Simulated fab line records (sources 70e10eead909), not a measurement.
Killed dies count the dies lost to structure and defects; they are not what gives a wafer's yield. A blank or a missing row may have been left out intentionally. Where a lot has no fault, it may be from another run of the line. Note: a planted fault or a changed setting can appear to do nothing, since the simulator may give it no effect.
Comparing a struck lot with a sound one / flow nand harc / 14 out of 1302 route steps
Sound: wafers L783.3, L783.4, L783.5. Wafers L770.2, L770.3, L770.6 were the ones struck. The cause comes at the end.
At each step with rows: each side's tool, then ch and its chambers, then its first start. Under that, the readings that differ: sound wafers / struck wafers / difference of the means / sigmas: that difference in standard deviations of wafers without a fault.
alike: same words and numbers on both sides, and readings whose means sit less than 2 such deviations apart. not compared: any withheld reading, any reading some wafer has no value for, any bound like >300 that may hide the same value, and any number with overlapping values for which the record gives no deviation.
A row with sigmas, a row that says differs or no value, or rows on one side alone: a step with any of these is where the two part. Non-overlapping numbers with no deviation appear without sigmas and do not part them. Lack of a reading on every wafer of one side parts them only where that side has two or more wafers.

first, 1 step without rows for these wafers: NHARC_A_ONON_D2_DEP_19 (target thk 1000 nm).
NHARC_A_ONON_D2_THK_MEAS_21: measures by ellipsometry.
  sound on film metro-02, day 19 07:25; struck on film metro-01, day 14 01:22
reading=thk nm (nm); sound=982 981 982; struck=1006 1006 1007; difference=+25; sigmas=+2
then, no rows for these wafers at 1 step: NHARC_A_ONON_D2_DEP_22 (target thk 1000 nm).
NHARC_A_ONON_D2_THK_MEAS_24: measures by ellipsometry.
  sound on film metro-02, day 19 07:59; struck on film metro-01, day 14 01:56
  alike: thk nm
then, no rows for these wafers at 1 step: NHARC_A_ONON_D2_DEP_25 (target thk 1000 nm).
NHARC_A_ONON_D2_THK_MEAS_27: measures by ellipsometry.
  sound on film metro-02, day 19 08:32; struck on film metro-01, day 14 02:29
  alike: thk nm
then, no rows for these wafers at 1 step: NHARC_A_ONON_D2_DEP_28 (target thk 1000 nm).
NHARC_A_ONON_D2_THK_MEAS_30: measures by ellipsometry.
  sound on film metro-02, day 19 09:07; struck on film metro-01, day 14 03:04
  alike: thk nm
NHARC_A_ONON_D2_DEP_33: deposits SiO2, target thk 200 nm.
  sound on pecvd-01 ch 1,2, day 19 09:10; struck on pecvd-02 ch 0,2, day 14 03:07
  alike: heater power outer w, heater power w, mfc precursor sccm, throttle valve pct
NHARC_A_ONON_D2_THK_MEAS_34: measures by ellipsometry.
  sound on film metro-02, day 19 09:35; struck on film metro-01, day 14 03:32
  alike: thk nm
NHARC_A_ONON_D2_INSPECT_32:
  sound on defect inspect-01, day 19 09:38; struck on defect inspect-02, day 14 03:37
reading=raw defect count; sound=778 529 773; struck=404 254 284; difference=-379; sigmas=-2
NHARC_A_CHANNEL_HOLE_D2_DEP_00: deposits aC, target thk 3100 nm.
  sound on acl dep-03 ch 0, day 19 10:20; struck on acl dep-03 ch 0, day 14 11:10
  alike: throttle valve pct
NHARC_A_CHANNEL_HOLE_D2_DEP_01: deposits SiON, target thk 140 nm.
  sound on pecvd-04 ch 1,2, day 19 11:43; struck on pecvd-04 ch 1,2, day 14 13:11
  alike: heater power outer w, heater power w
-- break in the record here, with 11 days between the starts of the struck wafers on either side (left off in module A_CHANNEL_HOLE_D2, picked up again in module END, where the first step shown is number 1302 on the route) --
NHARC_END_SORT_01:
  only the struck wafers appear in the record here, on prober-02 ch 0 at day 25 05:25; the sound ones have no rows

WHERE THEY PART
Earliest at NHARC_A_ONON_D2_THK_MEAS_21; latest, in this record, at NHARC_END_SORT_01.

WHY: what the simulator had put in
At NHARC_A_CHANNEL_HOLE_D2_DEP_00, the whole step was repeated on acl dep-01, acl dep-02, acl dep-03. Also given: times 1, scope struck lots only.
